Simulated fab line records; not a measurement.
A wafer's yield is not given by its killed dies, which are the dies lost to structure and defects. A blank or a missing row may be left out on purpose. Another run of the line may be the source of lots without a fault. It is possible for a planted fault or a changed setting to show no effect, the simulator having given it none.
fab line records	flow n5_finfet
record lots=24	wafers=72	last_day=20
route steps=1938 shown BEOL_M4@1081 BEOL_M5@1114
lots that met no fault: taken from a fault-free run of the same line
start_h: hours from the record's opening day to when the first of the lot's shown wafers began	wait_h: hours from the lot's prior step to this one	" the same as in the row above	L1.1+2: several wafers, shown together as one row	- value missing, or start not given	* or withheld: withheld	< > ~ a bound
route shown NAME@n: a module of which the file shows steps, and the number in the route of the first	usual: the fault-free wafers' mean and standard deviation	same: alike in all rows	chamber/n: place in a boat	sites: per-site readings	_std_site: the values' standard deviation	_edge_site: outer sites' mean less inner sites'	radius_mm: for every site, how far away it sits from the centre of the wafer	mask NAME#n: copy n	behind: tool/chamber where the wafer was last shaped	hold: the reason the lot was held/the length of the hold in hours/how it ended	device: which transistor (n, p or np) failed to switch	end of line: tests of these same wafers at the route's end	a step given without rows: its recipe and nothing more	killed: dies that structure and defects cost at the first sort, which is not the same as the wafer's yield	map: shows each die of a wafer: x if killed, . if not, _ if none is there
set.NAME: the run value of the setting; set.NAME@STEP: its run value at that earlier step	model.NAME: the simulator's own value behind a step, which no gauge read
steps of the route over a sample of lots; a table a step, a row a wafer
services: when a tool's chamber went out of use (start_h, in hours from the record's first day, below 0 if earlier), for how many hours, and the reason
## steps
# step N5_BEOL_M4_ALD_84
# recipe material=TaN	target_thk_a=*	temp_c=275	ald_precursor_family=PDMAT	ald_co_reactant=NH3	pressure_torr=3	carrier_flow_sccm=1500	pulse_time_s=2	purge_time_s=3	co_reactant_purge_time_s=2	co_reactant_pulse_time_s=3	ald_cycles=30	precursor_vessel_temp_c=75	precursor_vessel_pressure_torr=26.25	precursor_vessel_carrier_sccm=1000
# usual heater_power_w=425/35	precursor_vessel_carrier_sccm=999.9/2.9
lot.wafer	tool	chamber	start_h	wait_h	heater_power_w	precursor_vessel_carrier_sccm	since_wet_clean_h
L075.1	ald_metal-03	3	204.47	0.0	480	996.2	2944
L075.5	"	3	"	"	475	998.5	-
L075.6	"	2	"	"	404	1001.6	-
L074.1	ald_metal-03	0	230.08	0.0	390	1000.0	2970
L074.3	"	3	"	"	480	1004.3	2970
L074.5	"	2	"	"	407	1001.8	-
L076.1	ald_metal-04	3	232.93	0.0	408	998.2	6050
L076.3	"	0	"	"	386	998.6	6050
L076.4	"	1	"	"	385	997.1	6050
L077.2	ald_metal-01	3	240.21	0.0	424	996.9	1442
L077.5	"	2	"	"	480	995.5	-
L077.6	"	1	"	"	438	1000.1	-
L078.2	ald_metal-03	1	249.27	0.0	424	1003.1	2989
L078.3	"	3	"	"	480	999.0	2989
L078.6	"	2	"	"	416	1000.4	-
L083.1	ald_metal-01	2	254.78	0.2	476	999.6	1456
L083.4	"	0	"	"	364	1002.1	1456
L083.5	"	2	"	"	472	998.5	-
L079.1	ald_metal-01	0	259.36	0.1	360	1000.3	1461
L079.5	"	1	"	"	427	1001.8	-
L079.6	"	2	"	"	468	1000.8	-
L081.4	ald_metal-03	3	272.28	0.0	475	1000.2	3012
L081.5	"	3	"	"	484	997.1	-
L081.6	"	0	"	"	393	997.0	-
L084.1	ald_metal-03	0	279.21	0.1	393	1000.7	3019
L084.3	"	3	"	"	477	997.9	3019
L084.5	"	1	"	"	438	1000.2	-
L085.4	ald_metal-04	2	283.63	0.0	456	996.8	6100
L085.5	"	1	"	"	395	1001.2	-
L085.6	"	2	"	"	474	994.3	-
L082.2	ald_metal-03	2	284.10	0.1	411	1000.8	3024
L082.3	"	3	"	"	482	1005.1	3024
L082.6	"	1	"	"	435	998.4	-
L080.1	ald_metal-04	2	287.47	0.1	458	1000.8	6104
L080.4	"	0	"	"	381	998.3	6104
L080.6	"	1	"	"	399	998.2	-
L087.2	ald_metal-03	0	303.27	0.0	379	1000.5	3043
L087.4	"	2	"	"	408	995.5	3043
L087.6	"	1	"	"	438	1002.3	-
L086.3	ald_metal-03	1	309.84	0.0	454	998.2	3050
L086.4	"	0	"	"	396	1000.0	3050
L086.5	"	1	"	"	434	998.1	-
L089.2	ald_metal-04	1	310.63	0.2	397	995.3	6127
L089.3	"	2	"	"	468	998.2	6127
L089.5	"	3	"	"	404	1005.2	-
L088.3	ald_metal-03	1	313.10	0.1	447	998.0	3053
L088.5	"	3	"	"	485	1000.9	-
L088.6	"	0	"	"	392	1004.7	-
L093.1	ald_metal-04	2	316.88	0.0	454	998.8	6134
L093.2	"	0	"	"	382	1001.2	6134
L093.4	"	1	"	"	398	1004.0	6134
L090.1	ald_metal-01	2	317.18	0.0	469	997.4	1518
L090.4	"	3	"	"	426	996.0	1518
L090.6	"	3	"	"	417	994.3	-
L092.3	ald_metal-03	3	321.08	0.0	479	997.8	3061
L092.5	"	2	"	"	401	998.0	-
L092.6	"	3	"	"	482	995.9	-
L091.1	ald_metal-03	0	338.64	0.3	393	1000.6	3078
L091.2	"	3	"	"	478	1002.1	3078
L091.6	"	3	"	"	491	1002.3	-
L094.2	ald_metal-03	1	343.89	0.0	437	998.2	3084
L094.3	"	0	"	"	384	998.6	3084
L094.6	"	2	"	"	413	1004.3	-
L095.2	ald_metal-04	0	358.99	0.1	383	998.4	8
L095.5	"	3	"	"	391	997.0	-
L095.6	"	0	"	"	373	993.8	-
L097.2	ald_metal-03	3	359.61	0.1	479	1001.4	3099
L097.3	"	0	"	"	387	1000.4	3099
L097.5	"	1	"	"	442	997.8	-
L096.1	ald_metal-03	2	368.23	0.1	416	999.6	3108
L096.2	"	3	"	"	485	995.5	3108
L096.4	"	1	"	"	447	997.5	3108
# step N5_BEOL_M4_ANNEAL_82
# recipe temp_c=400	time_s=240	ambient=vacuum
# usual heater_power_w=805/110
lot.wafer	tool	chamber	start_h	wait_h	heater_power_w
L075.1	pvd_sputter-02	-	205.67	0.0	727
L075.5	"	-	"	"	669
L075.6	"	-	"	"	698
L074.1	pvd_sputter-02	-	231.15	0.0	700
L074.3	"	-	"	"	671
L074.5	"	-	"	"	673
L076.1	pvd_sputter-02	-	235.81	0.0	800
L076.3	"	-	"	"	671
L076.4	"	-	"	"	999
L077.2	pvd_sputter-03	-	242.04	0.0	947
L077.5	"	-	"	"	776
L077.6	"	-	"	"	951
L078.2	pvd_sputter-02	-	250.27	0.0	809
L078.3	"	-	"	"	1002
L078.6	"	-	"	"	689
L083.1	pvd_sputter-03	-	255.90	0.0	920
L083.4	"	-	"	"	847
L083.5	"	-	"	"	839
L079.1	pvd_sputter-02	-	261.41	0.0	816
L079.5	"	-	"	"	1008
L079.6	"	-	"	"	812
L081.4	pvd_sputter-02	-	273.24	0.0	671
L081.5	"	-	"	"	658
L081.6	"	-	"	"	694
L084.1	pvd_sputter-01	-	281.95	0.0	713
L084.3	"	-	"	"	869
L084.5	"	-	"	"	853
L085.4	pvd_sputter-03	-	284.65	0.0	950
L085.5	"	-	"	"	947
L085.6	"	-	"	"	986
L082.2	pvd_sputter-03	-	286.89	0.0	954
L082.3	"	-	"	"	851
L082.6	"	-	"	"	969
L080.1	pvd_sputter-01	-	288.83	0.0	817
L080.4	"	-	"	"	688
L080.6	"	-	"	"	702
L087.2	pvd_sputter-01	-	304.32	0.0	848
L087.4	"	-	"	"	663
L087.6	"	-	"	"	714
L086.3	pvd_sputter-02	-	310.90	0.0	990
L086.4	"	-	"	"	696
L086.5	"	-	"	"	799
L089.2	pvd_sputter-02	-	313.18	0.0	972
L089.3	"	-	"	"	812
L089.5	"	-	"	"	678
L088.3	pvd_sputter-01	-	314.28	0.0	698
L088.5	"	-	"	"	831
L088.6	"	-	"	"	689
L093.1	pvd_sputter-03	-	317.99	0.0	970
L093.2	"	-	"	"	967
L093.4	"	-	"	"	792
L090.1	pvd_sputter-01	-	319.76	0.0	697
L090.4	"	-	"	"	845
L090.6	"	-	"	"	818
L092.3	pvd_sputter-02	-	322.37	0.0	810
L092.5	"	-	"	"	814
L092.6	"	-	"	"	680
L091.1	pvd_sputter-02	-	339.71	0.0	814
L091.2	"	-	"	"	992
L091.6	"	-	"	"	666
L094.2	pvd_sputter-01	-	345.13	0.0	668
L094.3	"	-	"	"	840
L094.6	"	-	"	"	680
L095.2	pvd_sputter-01	-	360.15	0.0	839
L095.5	"	-	"	"	706
L095.6	"	-	"	"	850
L097.2	pvd_sputter-01	-	363.83	0.0	685
L097.3	"	-	"	"	711
L097.5	"	-	"	"	697
L096.1	pvd_sputter-03	-	369.37	0.0	754
L096.2	"	-	"	"	965
L096.4	"	-	"	"	848
# step N5_BEOL_M4_SPUTTER_88
# recipe material=Cu	target_thk_a=45	temp_c=-20	chamber_pressure_pa=0.07	power_w=withheld	time_s=8.29
# usual throttle_valve_pct=30.5/0.81
lot.wafer	tool	chamber	start_h	wait_h	throttle_valve_pct
L075.1	pvd_sputter-02	-	206.03	0.1	29.6
L075.5	"	-	"	"	31.4
L075.6	"	-	"	"	29.6
L074.1	pvd_sputter-02	-	231.51	0.1	29.5
L074.3	"	-	"	"	31.4
L074.5	"	-	"	"	31.3
L076.1	pvd_sputter-02	-	236.17	0.1	30.0
L076.3	"	-	"	"	31.4
L076.4	"	-	"	"	30.4
L077.2	pvd_sputter-03	-	242.40	0.1	30.6
L077.5	"	-	"	"	30.1
L077.6	"	-	"	"	30.4
L078.2	pvd_sputter-02	-	250.63	0.1	30.4
L078.3	"	-	"	"	30.3
L078.6	"	-	"	"	29.3
L083.1	pvd_sputter-03	-	256.26	0.1	30.4
L083.4	"	-	"	"	29.9
L083.5	"	-	"	"	29.8
L079.1	pvd_sputter-02	-	261.77	0.1	30.3
L079.5	"	-	"	"	30.2
L079.6	"	-	"	"	30.3
L081.4	pvd_sputter-02	-	273.60	0.1	31.7
L081.5	"	-	"	"	31.8
L081.6	"	-	"	"	29.5
L084.1	pvd_sputter-01	-	282.31	0.1	31.2
L084.3	"	-	"	"	29.2
L084.5	"	-	"	"	29.0
L085.4	pvd_sputter-03	-	285.01	0.1	30.5
L085.5	"	-	"	"	30.4
L085.6	"	-	"	"	30.1
L082.2	pvd_sputter-03	-	287.25	0.1	30.4
L082.3	"	-	"	"	29.8
L082.6	"	-	"	"	30.0
L080.1	pvd_sputter-01	-	289.19	0.1	31.4
L080.4	"	-	"	"	31.3
L080.6	"	-	"	"	31.5
L087.2	pvd_sputter-01	-	304.68	0.1	31.1
L087.4	"	-	"	"	31.7
L087.6	"	-	"	"	31.4
L086.3	pvd_sputter-02	-	311.26	0.1	30.4
L086.4	"	-	"	"	29.3
L086.5	"	-	"	"	30.4
L089.2	pvd_sputter-02	-	313.54	0.1	30.0
L089.3	"	-	"	"	30.4
L089.5	"	-	"	"	31.5
L088.3	pvd_sputter-01	-	314.64	0.1	31.3
L088.5	"	-	"	"	31.3
L088.6	"	-	"	"	31.2
L093.1	pvd_sputter-03	-	318.35	0.1	30.0
L093.2	"	-	"	"	30.2
L093.4	"	-	"	"	30.0
L090.1	pvd_sputter-01	-	320.12	0.1	31.2
L090.4	"	-	"	"	29.1
L090.6	"	-	"	"	29.1
L092.3	pvd_sputter-02	-	322.73	0.1	30.2
L092.5	"	-	"	"	30.2
L092.6	"	-	"	"	31.4
L091.1	pvd_sputter-02	-	340.07	0.1	30.4
L091.2	"	-	"	"	30.5
L091.6	"	-	"	"	31.6
L094.2	pvd_sputter-01	-	345.49	0.1	31.6
L094.3	"	-	"	"	31.2
L094.6	"	-	"	"	31.4
L095.2	pvd_sputter-01	-	360.51	0.1	29.1
L095.5	"	-	"	"	31.3
L095.6	"	-	"	"	28.9
L097.2	pvd_sputter-01	-	364.19	0.1	31.3
L097.3	"	-	"	"	31.0
L097.5	"	-	"	"	31.0
L096.1	pvd_sputter-03	-	369.73	0.1	29.9
L096.2	"	-	"	"	29.8
L096.4	"	-	"	"	29.9
# step N5_BEOL_M4_SPUTTER_96
# recipe material=Cu	target_thk_a=45	temp_c=-20	chamber_pressure_pa=0.07	power_w=withheld	time_s=8.29
# usual throttle_valve_pct=30.5/0.83
lot.wafer	tool	chamber	start_h	wait_h	throttle_valve_pct
L075.1	pvd_sputter-02	-	206.91	0.1	29.3
L075.5	"	-	"	"	31.6
L075.6	"	-	"	"	29.4
L074.1	pvd_sputter-02	-	232.39	0.1	29.3
L074.3	"	-	"	"	31.4
L074.5	"	-	"	"	31.5
L076.1	pvd_sputter-02	-	237.05	0.1	30.2
L076.3	"	-	"	"	31.6
L076.4	"	-	"	"	30.2
L077.2	pvd_sputter-03	-	243.28	0.1	30.9
L077.5	"	-	"	"	30.1
L077.6	"	-	"	"	30.4
L078.2	pvd_sputter-02	-	251.51	0.1	30.1
L078.3	"	-	"	"	30.2
L078.6	"	-	"	"	29.5
L083.1	pvd_sputter-03	-	257.14	0.1	30.4
L083.4	"	-	"	"	29.7
L083.5	"	-	"	"	29.9
L079.1	pvd_sputter-02	-	262.65	0.1	30.1
L079.5	"	-	"	"	30.3
L079.6	"	-	"	"	30.5
L081.4	pvd_sputter-02	-	274.48	0.1	31.6
L081.5	"	-	"	"	31.5
L081.6	"	-	"	"	29.5
L084.1	pvd_sputter-01	-	283.19	0.1	31.3
L084.3	"	-	"	"	29.3
L084.5	"	-	"	"	29.2
L085.4	pvd_sputter-03	-	285.89	0.1	30.4
L085.5	"	-	"	"	30.7
L085.6	"	-	"	"	30.2
L082.2	pvd_sputter-03	-	288.13	0.1	29.9
L082.3	"	-	"	"	30.0
L082.6	"	-	"	"	30.1
L080.1	pvd_sputter-01	-	290.07	0.1	31.4
L080.4	"	-	"	"	31.5
L080.6	"	-	"	"	31.0
L087.2	pvd_sputter-01	-	305.56	0.1	31.4
L087.4	"	-	"	"	31.4
L087.6	"	-	"	"	31.4
L086.3	pvd_sputter-02	-	312.14	0.1	30.2
L086.4	"	-	"	"	29.3
L086.5	"	-	"	"	30.4
L089.2	pvd_sputter-02	-	314.42	0.1	30.4
L089.3	"	-	"	"	30.2
L089.5	"	-	"	"	31.6
L088.3	pvd_sputter-01	-	315.52	0.1	31.5
L088.5	"	-	"	"	31.6
L088.6	"	-	"	"	31.3
L093.1	pvd_sputter-03	-	319.23	0.1	29.9
L093.2	"	-	"	"	30.3
L093.4	"	-	"	"	30.0
L090.1	pvd_sputter-01	-	321.00	0.1	31.2
L090.4	"	-	"	"	29.1
L090.6	"	-	"	"	28.9
L092.3	pvd_sputter-02	-	323.61	0.1	30.1
L092.5	"	-	"	"	30.1
L092.6	"	-	"	"	31.4
L091.1	pvd_sputter-02	-	340.95	0.1	30.5
L091.2	"	-	"	"	30.3
L091.6	"	-	"	"	31.7
L094.2	pvd_sputter-01	-	346.37	0.1	31.2
L094.3	"	-	"	"	31.2
L094.6	"	-	"	"	31.1
L095.2	pvd_sputter-01	-	361.39	0.1	29.0
L095.5	"	-	"	"	31.3
L095.6	"	-	"	"	28.9
L097.2	pvd_sputter-01	-	365.07	0.1	31.5
L097.3	"	-	"	"	31.5
L097.5	"	-	"	"	31.2
L096.1	pvd_sputter-03	-	370.61	0.1	30.1
L096.2	"	-	"	"	29.7
L096.4	"	-	"	"	30.1
# step N5_BEOL_M5_THK_MEAS_01
# recipe reads=SiCOH_lowk_of_BEOL_M5_ILD_DEP_00
# usual M5_ILD_THK=121.4/1.4
lot.wafer	tool	chamber	start_h	wait_h	M5_ILD_THK[nm]
L075.1	film_metro-02	-	209.55	0.4	119.0
L075.5	"	-	"	"	122.5
L075.6	"	-	"	"	123.5
L074.1	film_metro-02	-	235.12	0.4	118.3
L074.3	"	-	"	"	120.9
L074.5	"	-	"	"	121.0
L076.1	film_metro-01	-	239.88	0.4	119.3
L076.3	"	-	"	"	119.5
L076.4	"	-	"	"	121.4
L077.2	film_metro-01	-	245.92	0.4	119.5
L077.5	"	-	"	"	119.7
L077.6	"	-	"	"	120.8
L078.2	film_metro-01	-	254.16	0.4	119.5
L078.3	"	-	"	"	122.9
L078.6	"	-	"	"	120.8
L083.1	film_metro-01	-	260.30	0.8	120.9
L083.4	"	-	"	"	121.4
L083.5	"	-	"	"	125.3
L079.1	film_metro-01	-	267.87	0.4	120.9
L079.5	"	-	"	"	122.5
L079.6	"	-	"	"	121.9
L081.4	film_metro-02	-	277.20	0.2	124.3
L081.5	"	-	"	"	122.9
L081.6	"	-	"	"	123.9
L084.1	film_metro-01	-	285.95	0.4	121.1
L084.3	"	-	"	"	120.7
L084.5	"	-	"	"	123.0
L085.4	film_metro-01	-	290.01	0.7	122.6
L085.5	"	-	"	"	123.1
L085.6	"	-	"	"	123.8
L082.2	film_metro-02	-	291.33	0.4	122.3
L082.3	"	-	"	"	120.8
L082.6	"	-	"	"	122.1
L080.1	film_metro-02	-	292.70	0.4	120.7
L080.4	"	-	"	"	122.0
L080.6	"	-	"	"	121.2
L087.2	film_metro-01	-	308.20	0.4	120.3
L087.4	"	-	"	"	122.6
L087.6	"	-	"	"	122.9
L086.3	film_metro-02	-	314.78	0.3	120.4
L086.4	"	-	"	"	122.6
L086.5	"	-	"	"	122.1
L089.2	film_metro-01	-	317.29	0.4	120.3
L089.3	"	-	"	"	122.1
L089.5	"	-	"	"	122.4
L088.3	film_metro-02	-	318.18	0.3	120.5
L088.5	"	-	"	"	122.5
L088.6	"	-	"	"	123.8
L093.1	film_metro-01	-	321.90	0.4	118.7
L093.2	"	-	"	"	121.3
L093.4	"	-	"	"	123.1
L090.1	film_metro-01	-	324.20	0.8	119.9
L090.4	"	-	"	"	121.5
L090.6	"	-	"	"	121.9
L092.3	film_metro-02	-	326.40	0.3	121.2
L092.5	"	-	"	"	125.9
L092.6	"	-	"	"	123.2
L091.1	film_metro-02	-	343.58	0.4	120.4
L091.2	"	-	"	"	119.6
L091.6	"	-	"	"	121.2
L094.2	film_metro-01	-	349.01	0.4	121.9
L094.3	"	-	"	"	121.7
L094.6	"	-	"	"	121.7
L095.2	film_metro-02	-	364.07	0.4	120.8
L095.5	"	-	"	"	122.4
L095.6	"	-	"	"	121.6
L097.2	film_metro-02	-	367.96	0.4	121.2
L097.3	"	-	"	"	122.6
L097.5	"	-	"	"	122.8
L096.1	film_metro-01	-	373.58	0.4	122.9
L096.2	"	-	"	"	119.4
L096.4	"	-	"	"	121.4
# step N5_BEOL_M5_ETCH_72
# recipe chemistry=N2/H2	target=underlayer	target_depth_a=65	mask_material=CAR-EUV	time_s=5.2	ion_energy_ev=200	pressure_mtorr=30	source_w=840	bias_w=150	n2_flow_sccm=200	h2_flow_sccm=200	ends=cleared
# usual bias_w=150.0/0.46	drypump_motor_current_A=5.6/0.33	etch_rf_on_time_s=5.19/0.064	oes_product_au=0.68/0.082	rf_vpp_V=523.0/3	showerhead_plenum_p_Torr=2.51/0.098	throttle_valve_pct=17.95/0.28
lot.wafer	tool	chamber	start_h	wait_h	bias_w	drypump_motor_current_A	etch_rf_on_time_s	oes_product_au	rf_hours_counter_h	rf_vpp_V	showerhead_plenum_p_Torr	throttle_valve_pct
L075.1	rie_diel-06	3	210.19	0.0	150.2	5.7	5.22	0.58	223	525.9	2.51	18.35
L075.5	"	0	"	"	149.7	5.9	5.25	0.62	-	519.4	2.42	18.16
L075.6	"	1	"	"	150.0	5.6	5.11	0.78	-	522.9	2.49	17.92
L074.1	rie_diel-06	2	237.08	0.0	149.8	6.1	5.29	0.57	231	521.3	2.41	17.89
L074.3	"	0	"	"	149.5	5.9	5.28	0.61	203	518.5	2.42	18.19
L074.5	"	0	"	"	150.9	5.9	5.30	0.60	-	521.5	2.42	18.18
L076.1	rie_diel-06	0	241.01	0.0	149.9	5.9	5.27	0.61	204	521.8	2.42	18.20
L076.3	"	2	"	"	149.9	6.1	5.28	0.57	232	520.1	2.41	17.94
L076.4	"	3	"	"	150.0	5.7	5.28	0.58	232	522.3	2.50	18.38
L077.2	rie_diel-05	2	248.11	0.0	150.3	5.2	5.21	0.63	166	519.6	2.44	18.49
L077.5	"	0	"	"	149.6	5.9	5.18	0.81	-	524.6	2.50	17.85
L077.6	"	3	"	"	149.8	5.7	5.16	0.82	-	526.6	2.60	17.94
L078.2	rie_diel-02	2	255.61	0.0	149.5	6.1	5.18	0.63	165	526.8	2.65	17.67
L078.3	"	0	"	"	150.2	5.1	5.18	0.63	195	524.7	2.63	17.60
L078.6	"	0	"	"	150.4	5.1	5.19	0.62	-	526.7	2.63	17.63
L083.1	rie_diel-06	3	263.93	0.0	149.7	5.7	5.24	0.58	240	522.1	2.50	18.37
L083.4	"	0	"	"	150.2	5.9	5.28	0.60	211	519.9	2.42	18.19
L083.5	"	2	"	"	150.1	6.1	5.25	0.58	-	520.6	2.40	17.91
L079.1	rie_diel-06	3	271.37	0.0	149.8	5.7	5.28	0.57	241	521.9	2.50	18.37
L079.5	"	3	"	"	149.6	5.7	5.25	0.59	-	522.9	2.50	18.38
L079.6	"	2	"	"	149.7	6.1	5.31	0.57	-	520.5	2.40	17.90
L081.4	rie_diel-05	1	279.02	0.0	150.0	5.4	5.16	0.62	177	522.6	2.53	17.77
L081.5	"	2	"	"	149.8	5.2	5.18	0.63	-	521.3	2.44	18.52
L081.6	"	1	"	"	149.5	5.4	5.21	0.62	-	525.1	2.53	17.79
L084.1	rie_diel-02	1	287.62	0.0	150.0	5.9	5.18	0.74	35	525.0	2.59	17.79
L084.3	"	2	"	"	150.5	6.1	5.22	0.62	174	524.9	2.64	17.66
L084.5	"	3	"	"	149.2	5.1	5.11	0.66	-	518.0	2.34	17.78
L085.4	rie_diel-02	2	292.39	0.0	149.8	6.1	5.14	0.63	176	528.9	2.64	17.67
L085.5	"	3	"	"	150.1	5.1	5.15	0.65	-	519.4	2.34	17.77
L085.6	"	0	"	"	150.3	5.1	5.14	0.63	-	526.6	2.63	17.64
L082.2	rie_diel-02	0	292.62	0.0	149.5	5.1	5.15	0.63	203	525.9	2.63	17.64
L082.3	"	2	"	"	150.0	6.1	5.19	0.63	176	525.3	2.64	17.69
L082.6	"	0	"	"	150.0	5.1	5.17	0.62	-	524.5	2.63	17.62
L080.1	rie_diel-05	0	296.35	0.0	149.8	5.9	5.19	0.79	26	522.7	2.49	17.86
L080.4	"	2	"	"	150.2	5.2	5.30	0.62	-	521.2	2.44	18.54
L080.6	"	0	"	"	149.5	5.9	5.17	0.79	-	523.5	2.49	17.87
L087.2	rie_diel-05	1	309.95	0.0	150.5	5.3	5.16	0.61	185	524.5	2.53	17.77
L087.4	"	3	"	"	150.7	5.7	5.14	0.78	22	526.2	2.60	17.98
L087.6	"	2	"	"	150.7	5.2	5.19	0.62	-	519.2	2.43	18.57
L086.3	rie_diel-05	0	316.47	0.0	149.9	5.9	5.18	0.77	33	520.1	2.49	17.87
L086.4	"	3	"	"	150.5	5.7	5.11	0.78	25	526.9	2.60	17.98
L086.5	"	2	"	"	150.9	5.2	5.25	0.62	-	520.3	2.43	18.55
L089.2	rie_diel-05	3	320.44	0.0	150.1	5.7	5.16	0.77	25	523.1	2.60	17.96
L089.3	"	2	"	"	149.8	5.2	5.21	0.62	186	519.7	2.43	18.53
L089.5	"	1	"	"	150.8	5.4	5.10	0.61	-	524.1	2.52	17.80
L088.3	rie_diel-06	2	320.48	0.0	150.0	6.1	5.18	0.84	0	528.7	2.72	17.48
L088.5	"	1	"	"	149.9	5.6	5.18	0.74	-	522.0	2.48	17.99
L088.6	"	2	"	"	150.5	6.1	5.20	0.84	-	529.4	2.72	17.49
L093.1	rie_diel-05	0	326.36	0.0	150.2	5.9	5.27	0.78	35	523.9	2.49	17.89
L093.2	"	2	"	"	149.6	5.2	5.31	0.61	188	521.0	2.43	18.54
L093.4	"	1	"	"	150.1	5.4	5.22	0.61	190	523.8	2.52	17.80
L090.1	rie_diel-02	0	326.44	0.0	150.0	5.1	5.19	0.62	213	524.1	2.62	17.66
L090.4	"	1	"	"	150.6	5.8	5.10	0.74	43	525.0	2.59	17.82
L090.6	"	1	"	"	150.6	5.8	5.15	0.75	-	523.1	2.59	17.81
L092.3	rie_diel-06	1	327.33	0.0	150.3	5.6	5.18	0.72	53	522.5	2.48	17.99
L092.5	"	1	"	"	150.5	5.6	5.16	0.73	-	522.1	2.48	17.97
L092.6	"	2	"	"	150.5	6.1	5.13	0.82	-	529.5	2.72	17.49
L091.1	rie_diel-02	2	344.53	0.0	149.8	6.1	5.26	0.61	190	524.6	2.64	17.69
L091.2	"	0	"	"	150.5	5.1	5.19	0.62	217	525.0	2.62	17.66
L091.6	"	3	"	"	149.6	5.2	5.15	0.65	-	518.4	2.33	17.83
L094.2	rie_diel-02	3	351.35	0.0	149.2	5.2	5.12	0.66	153	519.4	2.33	17.82
L094.3	"	1	"	"	149.7	5.8	5.13	0.74	49	526.1	2.59	17.81
L094.6	"	3	"	"	150.0	5.1	5.08	0.65	-	521.1	2.33	17.81
L095.2	rie_diel-06	2	365.37	0.0	149.7	6.1	5.13	0.78	17	528.8	2.71	17.52
L095.5	"	2	"	"	150.1	6.1	5.13	0.77	-	528.3	2.71	17.50
L095.6	"	3	"	"	150.7	5.7	5.17	0.83	-	522.0	2.49	17.97
L097.2	rie_diel-05	2	369.15	0.0	150.0	5.2	5.23	0.61	199	520.2	2.43	18.59
L097.3	"	0	"	"	150.7	5.9	5.17	0.76	47	523.2	2.48	17.90
L097.5	"	0	"	"	150.7	5.8	5.21	0.76	-	521.6	2.48	17.90
L096.1	rie_diel-05	1	374.78	0.0	149.2	5.4	5.13	0.61	204	522.2	2.52	17.83
L096.2	"	0	"	"	150.0	5.8	5.16	0.75	48	523.1	2.48	17.89
L096.4	"	2	"	"	149.6	5.2	5.17	0.61	200	519.8	2.43	18.59
## services
tool	chamber	start_h	hours	kind
ald_metal-03	2	199.28	1.9	repair
rie_diel-05	3	202.60	-	clean
rie_diel-05	3	202.60	-	consumable_replace:focus_ring
rie_diel-05	3	202.60	24.6	scheduled_down
rie_diel-05	3	202.60	24.6	vent_cycle
rie_diel-06	2	218.65	12.9	repair
ald_metal-03	-	238.83	8.7	pm
rie_diel-02	3	245.31	7.2	repair
ald_metal-04	-	267.84	0.9	repair
rie_diel-02	1	304.26	7.9	repair
rie_diel-06	2	306.74	-	clean
rie_diel-06	2	306.74	-	consumable_replace:focus_ring
rie_diel-06	2	306.74	-	consumable_replace:showerhead
rie_diel-06	2	306.74	12.8	scheduled_down
rie_diel-06	2	306.74	12.8	vent_cycle
rie_diel-06	3	318.44	5.6	repair
rie_diel-06	3	324.08	-	clean
rie_diel-06	3	324.08	-	consumable_replace:focus_ring
rie_diel-06	3	324.08	20.3	scheduled_down
ald_metal-04	-	337.25	14.0	pm
ald_metal-03	-	344.10	2.8	pm
pvd_sputter-03	-	347.98	6.3	repair
rie_diel-02	-	356.59	0.6	repair
pvd_sputter-02	-	357.28	0.6	repair
## key
fault none
